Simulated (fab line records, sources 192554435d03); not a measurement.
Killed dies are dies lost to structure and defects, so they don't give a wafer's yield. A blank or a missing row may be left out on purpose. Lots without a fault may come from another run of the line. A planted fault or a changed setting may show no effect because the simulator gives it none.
Which tool did it? | flow n5_finfet | 9 lots, 26 wafers sampled, at 6 steps of a route of 1938

WHAT THE GAUGES READ, wafer by wafer
N5_BEOL_M0_CUTY_CD_MEAS_57: target cd 200 nm.
lot  | measured     | on        | cd_nm (nm)
L568 | day 6 12:17  | cd_sem-02 | 200.3 201.0 201.2
L570 | day 7 03:24  | cd_sem-03 | 199.2 199.1 198.4
L571 | day 7 07:04  | cd_sem-03 | 199.7 198.6 199.4
L573 | day 8 00:08  | cd_sem-02 | 199.6 200.6 200.3
L574 | day 8 05:36  | cd_sem-02 | 198.0 198.5 197.1
L577 | day 9 02:55  | cd_sem-01 | 201.8 201.8
L584 | day 10 14:46 | cd_sem-01 | 201.7 200.7 200.8
L586 | day 11 02:28 | cd_sem-02 | 198.9 199.2 199.3
L587 | day 11 12:00 | cd_sem-01 | 199.4 201.2 200.5

N5_BEOL_M4_RC_MEAS_101.
lot  | measured     | on        | DIBL_N (mV/V)  | DIBL_P (mV/V)  | IOFF_N (nA/um)    | IOFF_P (nA/um)    | ION_N (uA/um) | ION_P (uA/um) | SS_N (mV/dec)  | SS_P (mV/dec)  | VT_N (mV)   | VT_P (mV)
L568 | day 10 23:08 | prober-02 | 36.3 35.5 35.1 | 39.2 38.0 37.0 | 0.181 0.148 0.158 | 0.208 0.189 0.186 | 679 659 675   | 459 453 458   | 71.7 72.0 71.8 | 73.6 73.9 72.7 | 248 249 252 | -252 -253 -253
L570 | day 11 08:04 | prober-02 | 33.9 31.8 34.2 | 32.9 31.0 33.7 | 0.125 0.097 0.125 | 0.150 0.135 0.157 | 669 644 662   | 448 443 453   | 71.4 69.8 71.0 | 72.4 72.2 72.5 | 255 256 253 | -255 -257 -254
L571 | day 11 20:26 | prober-02 | 34.8 35.6 34.6 | 34.4 35.2 33.4 | 0.118 0.126 0.110 | 0.165 0.167 0.152 | 659 649 638   | 450 448 445   | 70.4 71.1 70.9 | 72.9 72.2 72.4 | 254 254 257 | -255 -256 -259
L573 | day 12 09:15 | prober-01 | 36.8 36.0 36.3 | 35.8 34.6 36.0 | 0.160 0.148 0.154 | 0.220 0.216 0.232 | 670 672 666   | 466 463 463   | 71.6 71.1 71.7 | 73.3 73.3 73.3 | 251 250 250 | -246 -245 -246
L574 | day 12 13:01 | prober-01 | 34.5 33.9 35.6 | 36.0 34.6 36.7 | 0.148 0.136 0.175 | 0.217 0.202 0.238 | 665 660 671   | 464 463 462   | 71.5 70.9 71.9 | 73.9 72.9 73.8 | 250 251 247 | -247 -250 -246
L577 | day 13 20:10 | prober-02 | 35.0 35.0      | 34.3 32.6      | 0.144 0.134       | 0.187 0.162       | 670 659       | 459 449       | 71.2 71.6      | 73.2 72.8      | 251 253     | -253 -255
L584 | day 14 23:49 | prober-01 | 36.1 38.2 34.3 | 35.1 36.6 31.9 | 0.165 0.209 0.121 | 0.231 0.262 0.186 | 666 691 652   | 467 470 458   | 71.9 71.8 70.9 | 72.7 73.3 72.6 | 245 243 251 | -246 -244 -251
L586 | day 15 08:19 | prober-01 | 34.3 36.6 34.5 | 34.8 37.6 35.9 | 0.117 0.153 0.129 | 0.170 0.217 0.184 | 668 666 674   | 463 458 463   | 70.9 71.9 71.3 | 73.4 73.2 73.1 | 255 253 252 | -253 -251 -253
L587 | day 15 11:44 | prober-02 | 37.6 36.5 36.8 | 35.2 35.3 36.0 | 0.177 0.159 0.167 | 0.217 0.212 0.225 | 680 669 679   | 463 461 464   | 71.3 70.4 71.2 | 73.9 72.7 73.7 | 248 250 250 | -248 -250 -252

WHICH TOOL RAN EACH LOT (tool, then ch and the chambers of the sampled wafers, then the start)
lot  | N5_BEOL_M0_SAQP_MANDREL_ETCH_103 | N5_BEOL_M0_ETCH_128                | N5_BEOL_M0_DEGAS_112         | N5_BEOL_M0_ALD_136
L568 | rie_si-03 ch 0,3, day 6 08:22    | rie_diel-03 ch 0,1,3, day 6 13:18  | pvd_sputter-02, day 6 13:50  | ald_metal-02 ch 0,2, day 6 13:58
L570 | rie_si-03 ch 0,2,3, day 6 23:53  | rie_diel-04 ch 0,3, day 7 06:47    | pvd_sputter-02, day 7 07:24  | ald_metal-03 ch 1,2,3, day 7 07:40
L571 | rie_si-06 ch 1,2,3, day 7 03:41  | rie_diel-04 ch 0,1,3, day 7 09:43  | pvd_sputter-01, day 7 10:17  | ald_metal-04 ch 0,2, day 7 10:26
L573 | rie_si-02 ch 0,1,2, day 7 20:44  | rie_diel-04 ch 0,2, day 8 03:25    | pvd_sputter-01, day 8 04:13  | ald_metal-04 ch 0,3, day 8 04:19
L574 | rie_si-02 ch 0,1,2, day 8 01:30  | rie_diel-01 ch 0,1,3, day 8 10:32  | pvd_sputter-02, day 8 11:14  | ald_metal-02 ch 0,1, day 8 11:20
L577 | rie_si-02 ch 1,2, day 8 23:32    | rie_diel-04 ch 1,2, day 9 04:25    | pvd_sputter-03, day 9 06:25  | ald_metal-04 ch 2,3, day 9 06:31
L584 | rie_si-03 ch 1,2,3, day 10 10:55 | rie_diel-04 ch 0,1,2, day 10 16:10 | pvd_sputter-01, day 10 17:31 | ald_metal-04 ch 1,2, day 10 17:43
L586 | rie_si-03 ch 0,1,2, day 10 23:02 | rie_diel-04 ch 0,1, day 11 07:11   | pvd_sputter-01, day 11 08:10 | ald_metal-04 ch 2,3, day 11 08:16
L587 | rie_si-06 ch 0,3, day 11 08:11   | rie_diel-04 ch 0,1,2, day 11 20:17 | pvd_sputter-01, day 11 21:20 | ald_metal-02 ch 1,2, day 11 21:26
- N5_BEOL_M0_SAQP_MANDREL_ETCH_103: etches a-Si in HBr/Cl2, stops on SiCN, target depth 45 nm, bt time 10 s, time 27 s.
- N5_BEOL_M0_ETCH_128: etches SiCN in CF4/N2, target depth 12 nm, overetch 5.1 nm, time 21.4 s.
- N5_BEOL_M0_DEGAS_112: time 60 s.
- N5_BEOL_M0_ALD_136: deposits TaN, pulse time 2 s, purge time 3 s, co reactant purge time 2 s.

WHAT THE TOOLS THEMSELVES READ (means of the sampled wafers that have a number; where no wafer has one, the mark that the record gives instead)
N5_BEOL_M0_SAQP_MANDREL_ETCH_103.
lot  | tool      | drypump_motor_current_A (A) | oes_product_au (a.u.) | throttle_valve_pct (%)
L568 | rie_si-03 | 5.2                         | 0.691                 | 35.67
L570 | rie_si-03 | 5.2                         | 0.683                 | 35.49
L571 | rie_si-06 | 5.9                         | 0.679                 | 35.55
L573 | rie_si-02 | 5.9                         | 0.691                 | 35.28
L574 | rie_si-02 | 5.8                         | 0.688                 | 35.28
L577 | rie_si-02 | 5.9                         | 0.690                 | 35.25
L584 | rie_si-03 | 5.3                         | 0.690                 | 35.36
L586 | rie_si-03 | 5.2                         | 0.680                 | 35.49
L587 | rie_si-06 | 6.0                         | 0.683                 | 35.74

N5_BEOL_M0_ETCH_128.
lot  | tool        | drypump_motor_current_A (A) | oes_product_au (a.u.) | rf_vpp_V (V) | showerhead_plenum_p_Torr (Torr) | throttle_valve_pct (%)
L568 | rie_diel-03 | 5.8                         | 0.48                  | 381.9        | 2.22                            | 15.46
L570 | rie_diel-04 | 5.7                         | 0.52                  | 382.3        | 2.18                            | 15.63
L571 | rie_diel-04 | 5.8                         | 0.50                  | 382.4        | 2.19                            | 15.55
L573 | rie_diel-04 | 5.9                         | 0.51                  | 382.1        | 2.18                            | 15.75
L574 | rie_diel-01 | 6.0                         | 0.58                  | 381.9        | 2.20                            | 15.34
L577 | rie_diel-04 | 6.0                         | 0.63                  | 382.1        | 2.18                            | 15.34
L584 | rie_diel-04 | 6.0                         | 0.54                  | 382.4        | 2.19                            | 15.53
L586 | rie_diel-04 | 6.1                         | 0.53                  | 382.6        | 2.22                            | 15.59
L587 | rie_diel-04 | 6.0                         | 0.53                  | 381.9        | 2.18                            | 15.57

N5_BEOL_M0_DEGAS_112.
lot  | tool           | heater_power_w (W)
L568 | pvd_sputter-02 | 316
L570 | pvd_sputter-02 | 333
L571 | pvd_sputter-01 | 333
L573 | pvd_sputter-01 | 324
L574 | pvd_sputter-02 | 332
L577 | pvd_sputter-03 | 307
L584 | pvd_sputter-01 | 314
L586 | pvd_sputter-01 | 340
L587 | pvd_sputter-01 | 310

N5_BEOL_M0_ALD_136.
lot  | tool         | heater_power_w (W)
L568 | ald_metal-02 | 386
L570 | ald_metal-03 | 432
L571 | ald_metal-04 | 485
L573 | ald_metal-04 | 502
L574 | ald_metal-02 | 431
L577 | ald_metal-04 | 458
L584 | ald_metal-04 | 409
L586 | ald_metal-04 | 462
L587 | ald_metal-02 | 356

THE ANSWER, worked out from the rows above alone
Rule: what is usual is taken from the lots themselves. Put in order of their means at a reading, lots are off if they are a third of the lots or fewer, leave a main group of 4 or more, and stand apart from it by a gap of 3 or more times the standard deviation of the main group's means; of several such gaps the widest counts. A main group whose means are all the same, to the digits that the tables above print for the reading, isn't used. A lot without any number at a reading at which 4 lots or more have one is off too. The other lots that the step has rows for count as sound. The gauges are gone through in route order, then the tools' own readings, and for those a lot's mean is taken as printed above. The first step at which some lot is off is used, and at that step the reading that is off furthest; a lot without a number counts as furthest.
No lot is off at any reading shown: from this, nothing can be told.

WHAT THE SIMULATOR HAD PUT IN
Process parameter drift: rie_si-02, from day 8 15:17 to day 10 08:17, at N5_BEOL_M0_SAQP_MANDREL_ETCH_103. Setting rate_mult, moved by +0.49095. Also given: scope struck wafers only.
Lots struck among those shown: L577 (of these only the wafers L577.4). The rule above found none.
